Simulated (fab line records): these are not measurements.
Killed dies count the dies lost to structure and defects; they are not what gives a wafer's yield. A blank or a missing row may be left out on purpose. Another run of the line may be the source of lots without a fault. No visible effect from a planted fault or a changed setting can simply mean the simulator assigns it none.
fab line records | flow n5Finfet
record: lots: 10 | wafers: 30 | lastDay: 18
route steps=1938 shown BEOL_M15@1787 PASSIVATION@1936
lots with no fault: from the same line, run without faults
startH: the number of hours between the record's first day and the start of the first shown wafer of the lot | waitH: how many hours have passed since the lot's step before this one | " the same as in the row above | L1.1+2: a single row standing in for several wafers | - no value, or no start was given | * or withheld: withheld | < > ~ a bound
route shown NAME@n: names a module that has steps shown in the file, with the first one's number in the route | usual: average and standard deviation across the fault-free wafers | same: alike in all rows | chamber/n: place in a boat | sites: the reading at each site | _std_site: the values' standard deviation | _edge_site: the outer-site mean with the inner-site mean subtracted | radiusMm: how far each site lies from the wafer's centre | mask NAME#n: copy n | behind: the most recent tool/chamber to have shaped the wafer | hold: what put the lot on hold/how long, in hours/how the hold closed | device: whichever transistor did not switch (one of n, p or np) | end of line: at the end of the route, the tests of the same wafers | a step without rows: its recipe alone | killed: dies that structure and defects cost at the first sort, which is not the same as the wafer's yield | map: per-die view of a wafer (x killed, . not killed, _ where there is no die)
set.NAME: setting as actually run; set.NAME@STEP: the setting as run at that earlier step | model.NAME: the simulator's own value behind a step, which no gauge read
steps of the route over a sample of lots; a table a step, a row a wafer
services: when a tool's chamber went out of use (startH, in hours from the record's first day, below 0 if earlier), for how many hours, and the reason
== steps ==
step: N5_BEOL_M15_ETCH_59
recipe: chemistry: N2/H2 | target: BARC | targetDepthA: 890 | overetchA: 267 | timeS: 67.9 | ionEnergyEv: 200 | pressureMtorr: 30 | sourceW: 840 | biasW: 150 | n2FlowSccm: 200 | h2FlowSccm: 200
usual: biasW: 150.0/0.44 | chamberPressureMTorr: 29.999/0.027 | drypumpMotorCurrentA: 5.9/0.54 | oesProductAu: 0.71/0.068 | rfVppV: 524.4/2.5 | showerheadPlenumPTorr: 2.56/0.08 | throttleValvePct: 17.83/0.26
lot.wafer | tool       | chamber | startH | waitH | biasW | chamberPressureMTorr | drypumpMotorCurrentA | oesProductAu | rfHoursCounterH | rfVppV | showerheadPlenumPTorr | throttleValvePct
L414.2    | rieDiel-02 | 1       | 260.48 | 0.0   | 149.9 | 29.977               | 6.2                  | 0.76         | 22              | 522.7  | 2.49                  | 17.93
L414.5    | "          | 0       | "      | "     | 150.4 | 30.066               | 5.0                  | 0.80         | -               | 528.7  | 2.69                  | 17.56
L414.6    | "          | 3       | "      | "     | 149.6 | 29.989               | 6.5                  | 0.65         | -               | 523.0  | 2.53                  | 17.99
L415.1    | rieDiel-04 | 3       | 260.93 | 0.0   | 150.2 | 30.044               | 5.5                  | 0.76         | 38              | 528.4  | 2.68                  | 17.32
L415.3    | "          | 1       | "      | "     | 150.4 | 29.987               | 5.4                  | 0.80         | 4               | 524.7  | 2.61                  | 17.63
L415.5    | "          | 1       | "      | "     | 150.0 | 29.986               | 5.4                  | 0.81         | -               | 525.4  | 2.61                  | 17.60
L416.1    | rieDiel-02 | 0       | 276.37 | 0.0   | 149.8 | 29.989               | 5.1                  | 0.80         | 20              | 527.1  | 2.69                  | 17.58
L416.2    | "          | 2       | "      | "     | 150.1 | 30.039               | 6.7                  | 0.68         | 103             | 525.0  | 2.56                  | 18.19
L416.4    | "          | 1       | "      | "     | 150.1 | 30.029               | 6.2                  | 0.75         | 27              | 522.4  | 2.49                  | 17.93
L419.2    | rieDiel-04 | 0       | 294.79 | 0.0   | 150.4 | 30.002               | 5.4                  | 0.76         | 25              | 525.5  | 2.59                  | 18.07
L419.4    | "          | 1       | "      | "     | 150.7 | 29.992               | 5.4                  | 0.78         | 15              | 526.4  | 2.61                  | 17.64
L419.6    | "          | 2       | "      | "     | 151.0 | 29.988               | 5.7                  | 0.86         | -               | 525.9  | 2.60                  | 17.39
L418.1    | rieDiel-05 | 3       | 297.46 | 0.0   | 150.2 | 30.027               | 6.4                  | 0.66         | 133             | 520.7  | 2.44                  | 17.93
L418.3    | "          | 1       | "      | "     | 150.3 | 30.007               | 5.6                  | 0.64         | 171             | 521.7  | 2.43                  | 17.82
L418.5    | "          | 3       | "      | "     | 149.6 | 29.979               | 6.4                  | 0.67         | -               | 522.9  | 2.44                  | 17.92
L423.1    | rieDiel-02 | 2       | 318.49 | 0.0   | 150.3 | 30.022               | 6.7                  | 0.68         | 116             | 523.1  | 2.55                  | 18.20
L423.2    | "          | 1       | "      | "     | 150.2 | 30.023               | 6.2                  | 0.73         | 40              | 524.0  | 2.48                  | 17.96
L423.5    | "          | 2       | "      | "     | 150.4 | 30.003               | 6.8                  | 0.67         | -               | 524.2  | 2.55                  | 18.19
L422.1    | rieDiel-04 | 3       | 322.95 | 0.0   | 149.2 | 29.986               | 5.5                  | 0.74         | 59              | 528.6  | 2.67                  | 17.34
L422.4    | "          | 2       | "      | "     | 149.8 | 30.016               | 5.7                  | 0.82         | 8               | 526.5  | 2.59                  | 17.40
L422.5    | "          | 3       | "      | "     | 149.9 | 30.022               | 5.5                  | 0.73         | -               | 529.7  | 2.67                  | 17.34
L431.1    | rieDiel-05 | 1       | 385.09 | 0.0   | 149.8 | 30.037               | 5.6                  | 0.62         | 203             | 521.9  | 2.42                  | 17.85
L431.4    | "          | 2       | "      | "     | 149.0 | 30.014               | 6.5                  | 0.70         | -               | 522.4  | 2.46                  | 17.82
L431.6    | "          | 0       | "      | "     | 150.0 | 29.953               | 5.5                  | 0.79         | -               | 525.4  | 2.60                  | 17.65
L432.1    | rieDiel-05 | 2       | 386.05 | 0.0   | 150.4 | 29.975               | 6.5                  | 0.70         | 101             | 520.3  | 2.46                  | 17.83
L432.3    | "          | 0       | "      | "     | 149.8 | 30.006               | 5.5                  | 0.80         | 15              | 527.0  | 2.60                  | 17.65
L432.4    | "          | 3       | "      | "     | 150.5 | 29.994               | 6.4                  | 0.65         | 148             | 520.7  | 2.44                  | 17.95
L434.1    | rieDiel-02 | 0       | 401.12 | 0.0   | 150.1 | 29.995               | 5.1                  | 0.75         | 56              | 529.6  | 2.68                  | 17.63
L434.2    | "          | 1       | "      | "     | 149.8 | 30.011               | 6.2                  | 0.69         | 67              | 521.5  | 2.47                  | 18.01
L434.6    | "          | 0       | "      | "     | 150.0 | 29.973               | 5.1                  | 0.75         | -               | 528.0  | 2.68                  | 17.65
step: N5_BEOL_M15_INSPECT_30
recipe: mode: adi | inspectInstrument: macro
usual: rawDefectCount: 2.3/1.5
lot.wafer | tool             | chamber | startH | waitH | rawDefectCount
L414.2    | defectInspect-01 | -       | 261.87 | 0.0   | 2
L414.5    | "                | -       | "      | "     | 2
L414.6    | "                | -       | "      | "     | 5
L415.1    | defectInspect-01 | -       | 262.35 | 0.0   | 2
L415.3    | "                | -       | "      | "     | 3
L415.5    | "                | -       | "      | "     | 3
L416.1    | defectInspect-01 | -       | 277.76 | 0.0   | 5
L416.2    | "                | -       | "      | "     | 0
L416.4    | "                | -       | "      | "     | 4
L419.2    | defectInspect-01 | -       | 296.21 | 0.0   | 2
L419.4    | "                | -       | "      | "     | 3
L419.6    | "                | -       | "      | "     | 5
L418.1    | defectInspect-01 | -       | 299.04 | 0.0   | 2
L418.3    | "                | -       | "      | "     | 1
L418.5    | "                | -       | "      | "     | 5
L423.1    | defectInspect-01 | -       | 320.06 | 0.0   | 0
L423.2    | "                | -       | "      | "     | 1
L423.5    | "                | -       | "      | "     | 2
L422.1    | defectInspect-02 | -       | 324.46 | 0.0   | 3
L422.4    | "                | -       | "      | "     | 3
L422.5    | "                | -       | "      | "     | 4
L431.1    | defectInspect-02 | -       | 386.61 | 0.0   | 1
L431.4    | "                | -       | "      | "     | 3
L431.6    | "                | -       | "      | "     | 4
L432.1    | defectInspect-02 | -       | 387.44 | 0.0   | 5
L432.3    | "                | -       | "      | "     | 3
L432.4    | "                | -       | "      | "     | 3
L434.1    | defectInspect-02 | -       | 402.66 | 0.0   | 3
L434.2    | "                | -       | "      | "     | 1
L434.6    | "                | -       | "      | "     | 3
step: N5_BEOL_M15_TRENCH_ETCH_34
recipe: chemistry: C4F8/O2/Ar | target: SiO2 | targetDepthA: 8729.3 | heInnerTorr: 15 | heOuterTorr: 30 | timeS: 199 | ionEnergyEv: 800 | pressureMtorr: 20 | sourceW: 1905 | biasW: 2040 | Ar_flow_sccm: 400 | C4F8_flow_sccm: 16 | O2_flow_sccm: 12
usual: biasW: 2041/5.8 | chamberPressureMTorr: 20.001/0.019 | drypumpMotorCurrentA: 5.9/0.55 | heOuterTorr: 30.00/0.056 | oes_f_703_au: 0.83/0.08 | oesProductAu: 0.83/0.079 | rfVppV: 2202/27 | showerheadPlenumPTorr: 3.46/0.1 | throttleValvePct: 30.87/0.25
lot.wafer | tool       | chamber | startH | waitH | biasW | chamberPressureMTorr | drypumpMotorCurrentA | heOuterTorr | oes_f_703_au | oesProductAu | rfHoursCounterH | rfVppV | showerheadPlenumPTorr | throttleValvePct
L414.2    | rieDiel-05 | 2       | 262.71 | 0.0   | 2048  | 20.013               | 6.5                  | 30.00       | 0.86         | 0.87         | 59              | 2170   | 3.37                  | 30.90
L414.5    | "          | 2       | "      | "     | 2048  | 20.055               | 6.4                  | 30.03       | 0.86         | 0.87         | -               | 2170   | 3.37                  | 30.92
L414.6    | "          | 1       | "      | "     | 2027  | 20.002               | 5.6                  | 29.92       | 0.75         | 0.75         | -               | 2161   | 3.31                  | 30.79
L415.1    | rieDiel-04 | 3       | 263.17 | 0.1   | 2039  | 20.005               | 5.5                  | 30.02       | 0.89         | 0.86         | 40              | 2168   | 3.64                  | 30.55
L415.3    | "          | 0       | "      | "     | 2035  | 19.980               | 5.4                  | 29.97       | 0.90         | 0.91         | -               | 2234   | 3.50                  | 31.19
L415.5    | "          | 0       | "      | "     | 2043  | 19.992               | 5.4                  | 29.98       | 0.91         | 0.92         | -               | 2235   | 3.50                  | 31.17
L416.1    | rieDiel-04 | 3       | 277.88 | 0.0   | 2029  | 19.979               | 5.5                  | 30.05       | 0.88         | 0.87         | 45              | 2169   | 3.63                  | 30.57
L416.2    | "          | 1       | "      | "     | 2034  | 19.990               | 5.3                  | 30.06       | 0.90         | 0.93         | 9               | 2221   | 3.52                  | 30.67
L416.4    | "          | 1       | "      | "     | 2041  | 19.984               | 5.4                  | 29.92       | 0.90         | 0.94         | -               | 2223   | 3.52                  | 30.67
L419.2    | rieDiel-02 | 1       | 296.39 | 0.0   | 2045  | 19.979               | 6.2                  | 30.05       | 0.82         | 0.85         | 33              | 2225   | 3.39                  | 31.07
L419.4    | "          | 0       | "      | "     | 2040  | 19.989               | 5.0                  | 30.00       | 0.96         | 0.95         | 25              | 2224   | 3.60                  | 30.46
L419.6    | "          | 0       | "      | "     | 2037  | 20.023               | 5.0                  | 30.01       | 0.97         | 0.94         | -               | 2223   | 3.60                  | 30.45
L418.1    | rieDiel-02 | 3       | 299.16 | 0.0   | 2042  | 20.022               | 6.5                  | 30.04       | 0.73         | 0.73         | 191             | 2208   | 3.42                  | 30.97
L418.3    | "          | 0       | "      | "     | 2026  | 20.016               | 5.0                  | 29.95       | 0.96         | 0.95         | 26              | 2224   | 3.60                  | 30.48
L418.5    | "          | 1       | "      | "     | 2044  | 19.990               | 6.2                  | 29.98       | 0.81         | 0.86         | -               | 2227   | 3.39                  | 31.09
L423.1    | rieDiel-04 | 3       | 320.18 | 0.0   | 2050  | 20.005               | 5.5                  | 29.99       | 0.86         | 0.85         | 58              | 2166   | 3.63                  | 30.60
L423.2    | "          | 0       | "      | "     | 2039  | 20.020               | 5.4                  | 29.97       | 0.86         | 0.87         | 33              | 2234   | 3.49                  | 31.21
L423.5    | "          | 1       | "      | "     | 2050  | 20.016               | 5.4                  | 29.96       | 0.87         | 0.90         | -               | 2222   | 3.52                  | 30.66
L422.1    | rieDiel-02 | 3       | 324.59 | 0.0   | 2051  | 20.020               | 6.5                  | 29.98       | 0.72         | 0.73         | 198             | 2208   | 3.42                  | 30.98
L422.4    | "          | 2       | "      | "     | 2047  | 20.034               | 6.7                  | 29.98       | 0.76         | 0.77         | -               | 2184   | 3.45                  | 31.23
L422.5    | "          | 3       | "      | "     | 2048  | 19.994               | 6.5                  | 30.00       | 0.72         | 0.72         | -               | 2206   | 3.42                  | 30.99
L431.1    | rieDiel-04 | 2       | 386.73 | 0.0   | 2132  | 19.999               | 5.7                  | 29.97       | 0.94         | 0.94         | 25              | 2298   | 3.52                  | 30.72
L431.4    | "          | 1       | "      | "     | 2130  | 20.031               | 5.4                  | 30.03       | 0.84         | 0.87         | 39              | 2289   | 3.51                  | 30.69
L431.6    | "          | 1       | "      | "     | 2129  | 19.997               | 5.4                  | 30.00       | 0.84         | 0.88         | -               | 2290   | 3.51                  | 30.70
L432.1    | rieDiel-04 | 1       | 387.56 | 0.0   | 2138  | 20.008               | 5.4                  | 29.99       | 0.84         | 0.88         | 39              | 2289   | 3.51                  | 30.71
L432.3    | "          | 0       | "      | "     | 2138  | 20.001               | 5.4                  | 29.97       | 0.84         | 0.86         | 50              | 2302   | 3.48                  | 31.24
L432.4    | "          | 3       | "      | "     | 2129  | 20.023               | 5.5                  | 29.99       | 0.85         | 0.83         | 77              | 2235   | 3.62                  | 30.61
L434.1    | rieDiel-05 | 3       | 402.88 | 0.0   | 2036  | 19.989               | 6.4                  | 30.05       | 0.76         | 0.75         | 154             | 2228   | 3.28                  | 30.70
L434.2    | "          | 1       | "      | "     | 2042  | 20.011               | 5.6                  | 29.96       | 0.72         | 0.70         | 209             | 2160   | 3.29                  | 30.81
L434.6    | "          | 2       | "      | "     | 2041  | 19.965               | 6.5                  | 29.99       | 0.81         | 0.80         | -               | 2168   | 3.34                  | 30.96
step: N5_BEOL_M15_SPUTTER_45
recipe: material: Cu | targetThkA: 1000 | tempC: -20 | biasV: 60 | powerW: 26000 | chamberPressurePa: 0.13 | timeS: 16.67
usual: biasV: 60.0/0.6 | chuckGasFlowSccm: 1.25/0.05 | susceptorTempC: -20.01/0.11 | throttleValvePct: 29.6/0.84
lot.wafer | tool          | chamber | startH | waitH | biasV | chuckGasFlowSccm | susceptorTempC | throttleValvePct
L414.2    | pvdSputter-02 | -       | 265.48 | 0.0   | 59.7  | 1.21             | -19.95         | 29.6
L414.5    | "             | -       | "      | "     | 60.1  | 1.20             | -20.06         | 29.2
L414.6    | "             | -       | "      | "     | 59.7  | 1.29             | -20.00         | 29.2
L415.1    | pvdSputter-01 | -       | 266.89 | 0.0   | 60.1  | 1.22             | -19.89         | 31.4
L415.3    | "             | -       | "      | "     | 61.6  | 1.35             | -20.24         | 29.7
L415.5    | "             | -       | "      | "     | 61.5  | 1.18             | -19.90         | 29.5
L416.1    | pvdSputter-01 | -       | 281.20 | 0.0   | 60.9  | 1.26             | -20.26         | 30.1
L416.2    | "             | -       | "      | "     | 59.6  | 1.30             | -20.11         | 29.6
L416.4    | "             | -       | "      | "     | 59.6  | 1.25             | -20.07         | 30.4
L419.2    | pvdSputter-01 | -       | 297.98 | 0.0   | 60.1  | 1.22             | -20.09         | 30.4
L419.4    | "             | -       | "      | "     | 59.7  | 1.28             | -20.03         | 29.5
L419.6    | "             | -       | "      | "     | 60.3  | 1.28             | -20.07         | 30.1
L418.1    | pvdSputter-02 | -       | 300.24 | 0.0   | 59.1  | 1.23             | -20.00         | 28.5
L418.3    | "             | -       | "      | "     | 59.6  | 1.33             | -19.94         | 29.4
L418.5    | "             | -       | "      | "     | 60.0  | 1.25             | -19.88         | 28.6
L423.1    | pvdSputter-02 | -       | 321.36 | 0.0   | 59.2  | 1.25             | -20.08         | 29.1
L423.2    | "             | -       | "      | "     | 60.4  | 1.27             | -20.00         | 28.5
L423.5    | "             | -       | "      | "     | 59.9  | 1.28             | -20.04         | 29.5
L422.1    | pvdSputter-02 | -       | 325.94 | 0.0   | 60.4  | 1.25             | -19.98         | 29.3
L422.4    | "             | -       | "      | "     | 59.4  | 1.19             | -20.14         | 28.7
L422.5    | "             | -       | "      | "     | 59.9  | 1.25             | -20.06         | 28.7
L431.1    | pvdSputter-02 | -       | 387.68 | 0.0   | 58.9  | 1.20             | -20.06         | 28.6
L431.4    | "             | -       | "      | "     | 60.9  | 1.22             | -20.00         | 29.7
L431.6    | "             | -       | "      | "     | 58.6  | 1.23             | -20.10         | 28.8
L432.1    | pvdSputter-02 | -       | 388.55 | 0.0   | 60.5  | 1.26             | -19.76         | 29.2
L432.3    | "             | -       | "      | "     | 60.0  | 1.31             | -20.03         | 29.4
L432.4    | "             | -       | "      | "     | 59.3  | 1.26             | -20.08         | 29.2
L434.1    | pvdSputter-02 | -       | 404.57 | 0.0   | 59.4  | 1.35             | -20.17         | 29.0
L434.2    | "             | -       | "      | "     | 58.7  | 1.15             | -20.01         | 29.1
L434.6    | "             | -       | "      | "     | 59.6  | 1.32             | -20.01         | 29.4
step: N5_PASSIVATION_PROBE_49
usual: defectLimitedYield: 91.6/1.6 | killed_at_M0_to_M3: 31/10 | killed_at_M4_up: 14/6.3 | killedAtContacts: 12/6.1 | killedAtFrontEnd: 39/12 | killedAtOther: 3.7/2.8 | killedDies: 100/19 | killedOpen: 66/14 | killedShort: 33/8.1 | sort_bin_5_function: 5.0/1.1 | sort_bin_6_memory: 3.2/0.66 | sortNPass: 1080/18 | sortYieldPct: 91.6/1.6
same: grossDies: 1180 | killedAtBackSide: 0 | sort_bin_4_leakage[%]: 0 | sort_bin_8_speed[%]: 0
lot.wafer | tool      | chamber | startH | waitH | defectLimitedYield[%] | killed_at_M0_to_M3 | killed_at_M4_up | killedAtContacts | killedAtFrontEnd | killedAtOther | killedDies | killedOpen | killedShort | sort_bin_5_function[%] | sort_bin_6_memory[%] | sortNPass | sortYieldPct[%]
L432.1    | prober-02 | -       | 406.38 | 0.0   | 91.9                  | 25                 | 14              | 22               | 28               | 6             | 95         | 59         | 31          | 4.5                    | 3.0                  | 1085      | 91.9
L432.3    | prober-02 | -       | 406.48 | 0.1   | 93.2                  | 17                 | 19              | 18               | 20               | 6             | 80         | 57         | 22          | 3.8                    | 2.4                  | 1100      | 93.2
L432.4    | prober-02 | -       | 406.53 | 0.2   | 93.6                  | 21                 | 14              | 14               | 25               | 2             | 76         | 53         | 21          | 3.8                    | 2.5                  | 1104      | 93.6
killed by level:class
L432.1 MOL_CONTACT_COAG:geometricParticle:open=18 BEOL_M0_SAQP:geometricParticle:short=9 BEOL_M4:geometricParticle:open=7 STI_FIN_REVEAL:geometricParticle:open=4 MOL_CONTACT_COAG:geometricParticle:short=4 BEOL_M2:geometricParticle:open=4 STARTING-WAFER:geometricParticle:short=4 FIN_SAQP:geometricParticle:open=3
L432.3 MOL_CONTACT_COAG:geometricParticle:open=13 BEOL_M4:geometricParticle:open=7 STI_FIN_REVEAL:geometricParticle:open=6 DUMMY_GATE:geometricParticle:open=5 MOL_CONTACT_COAG:geometricParticle:short=5 BEOL_M1:geometricParticle:open=5 BEOL_M5:geometricParticle:open=5 BEOL_M0_SAQP:geometricParticle:open=3
L432.4 MOL_CONTACT_COAG:geometricParticle:open=12 BEOL_M4:geometricParticle:open=7 BEOL_M0_SAQP:geometricParticle:short=5 FIN_SAQP:geometricParticle:open=4 BEOL_M2:geometricParticle:open=4 FIN_SAQP:geometricParticle:short=3 ILD0:geometricParticle:open=3 BEOL_M1:geometricParticle:open=3
== services ==
tool          | chamber | startH | hours | kind
rieDiel-04    | 2       | 265.06 | -     | clean
rieDiel-04    | 2       | 265.06 | -     | consumableReplace:focusRing
rieDiel-04    | 2       | 265.06 | 27.9  | scheduledDown
rieDiel-04    | 2       | 265.06 | 27.9  | ventCycle
pvdSputter-01 | -       | 310.44 | 9.1   | repair
rieDiel-02    | 0       | 324.30 | 6.3   | repair
rieDiel-05    | 0       | 324.47 | -     | clean
rieDiel-05    | 0       | 324.47 | -     | consumableReplace:focusRing
rieDiel-05    | 0       | 324.47 | 21.5  | scheduledDown
rieDiel-05    | 0       | 324.47 | 21.5  | ventCycle
rieDiel-02    | -       | 401.95 | 1.9   | repair
rieDiel-04    | 0       | 403.27 | 6.2   | repair
== key ==
firstSign: step: N5_BEOL_M15_TRENCH_ETCH_34 | reading: biasW | direction: up | sigmas: 16 | usual: * | struck: *
effect: step: N5_BEOL_M15_TRENCH_ETCH_34 | reading: rfVppV | direction: up | sigmas: 3.1 | usual: 2202 | struck: 2284
metAt N5_BEOL_M15_TRENCH_ETCH_34
struckLots L431,L432
notActingAt N5_BEOL_M15_ETCH_59,N5_BEOL_M15_INSPECT_30,N5_BEOL_M15_SPUTTER_45
onsetBetween 320.18 386.73
fault: kind: processParameterDrift | tool: rieDiel-04 | chamber: - | onsetH: 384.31 | steps: N5_BEOL_M15_TRENCH_ETCH_34 | channel: biasW | offset: * | shape: step | endH: 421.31 | actsIn: * | stated: *
